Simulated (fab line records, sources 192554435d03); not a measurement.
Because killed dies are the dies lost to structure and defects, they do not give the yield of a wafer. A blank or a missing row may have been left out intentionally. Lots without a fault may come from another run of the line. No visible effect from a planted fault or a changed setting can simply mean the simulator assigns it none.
Split-lot trial | flow n5Finfet | on a route of 1938 steps: 7 lots, 21 wafers read

THE SPLIT
At N5_BEOL_M13_SPUTTER_43 (material TaN, target thk 15 nm, time 24.19 s), the setting timeS was moved away from the recipe's 24.19 s on 5 of the 21 wafers read, by -13.2% to +4.0%. The other wafers ran this setting at the recipe's value.

The reading comes from the split's own step.

THE READING
TaN_of_BEOL_M13_SPUTTER_43.thkNm (the simulator's own value, which no gauge read), in nm, at N5_BEOL_M13_SPUTTER_43 (material TaN, target thk 15 nm, time 24.19 s). The file gives no usual value for it. The 16 wafers here that ran the recipe average 14.9 nm, standard deviation 0.12 nm.

wafer  | tool, chamber at the split | timeS as run, s | against the recipe | TaN_of_BEOL_M13_SPUTTER_43.thkNm, nm | against lot-mates on the recipe
L078.1 | pvdSputter-03, -           | 24.19           | recipe             | 14.8                                 | -
L078.2 | pvdSputter-03, -           | 25.16           | +4.0%              | 15.6                                 | +0.8
L078.6 | pvdSputter-03, -           | 25.16           | +4.0%              | 15.4                                 | +0.6
L079.3 | pvdSputter-03, -           | 21              | -13.2%             | 13.2                                 | -1.8
L079.4 | pvdSputter-03, -           | 24.19           | recipe             | 15                                   | -
L079.5 | pvdSputter-03, -           | 24.19           | recipe             | 15                                   | -
L088.4 | pvdSputter-02, -           | 24.19           | recipe             | 14.6                                 | -
L088.5 | pvdSputter-02, -           | 24.19           | recipe             | 14.8                                 | -
L088.6 | pvdSputter-02, -           | 24.19           | recipe             | 14.8                                 | -
L087.3 | pvdSputter-01, -           | 24.19           | recipe             | 15                                   | -
L087.4 | pvdSputter-01, -           | 24.19           | recipe             | 15                                   | -
L087.6 | pvdSputter-01, -           | 24.19           | recipe             | 15                                   | -
L091.1 | pvdSputter-03, -           | 24.19           | recipe             | 15                                   | -
L091.4 | pvdSputter-03, -           | 24.19           | recipe             | 15                                   | -
L091.3 | pvdSputter-03, -           | 24.19           | recipe             | 14.8                                 | -
L093.1 | pvdSputter-02, -           | 21.59           | -10.7%             | 13.4                                 | -1.6
L093.3 | pvdSputter-02, -           | 21.59           | -10.7%             | 13.4                                 | -1.6
L093.4 | pvdSputter-02, -           | 24.19           | recipe             | 15                                   | -
L097.2 | pvdSputter-02, -           | 24.19           | recipe             | 14.8                                 | -
L097.4 | pvdSputter-02, -           | 24.19           | recipe             | 15                                   | -
L097.5 | pvdSputter-02, -           | 24.19           | recipe             | 15                                   | -

FIT RESULTS
A straight line over all 21 wafers: TaN_of_BEOL_M13_SPUTTER_43.thkNm changes by +0.137 nm for each +1% of timeS; r = +0.98; the points scatter about the line by 0.12 nm.
The same after taking each lot's own level away (the mean of its wafers on the recipe; 21 wafers): +0.147 nm for each +1%; r = +0.99; scatter 0.086 nm.
The reading moves by 1.9 nm for the largest change in timeS, on that fit.
Across the lots, their own levels run from 14.73 to 15.00 nm, a range of 2.2 times the standard deviation given above.
Consequently the slope shifts little with the lot-to-lot level, the two slopes agreeing.
Check: with one of the wafers moved furthest among these (-13.2%) left out of the fit, the line predicts -2 nm for it against its lot-mates. Against them it came out at -1.8 nm.

OTHER SPLITS ON THESE WAFERS
These wafers also went through other splits before the reading. Each is held against what the fit with the lots' levels taken away leaves over:
other split on the same wafers | wafers away from the commonest value | r with TaN_of_BEOL_M13_SPUTTER_43.thkNm (lot level and that fit taken away)
N5_BEOL_M11_VIA_ETCH_34 timeS  | 7                                    | +0.01
N5_BEOL_M12_SPUTTER_44 timeS   | 9                                    | -0.23

THE FILE'S OWN FIT
TaN_of_BEOL_M13_SPUTTER_43.thkNm changes by +0.143 nm for each +1% of timeS, r = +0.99.
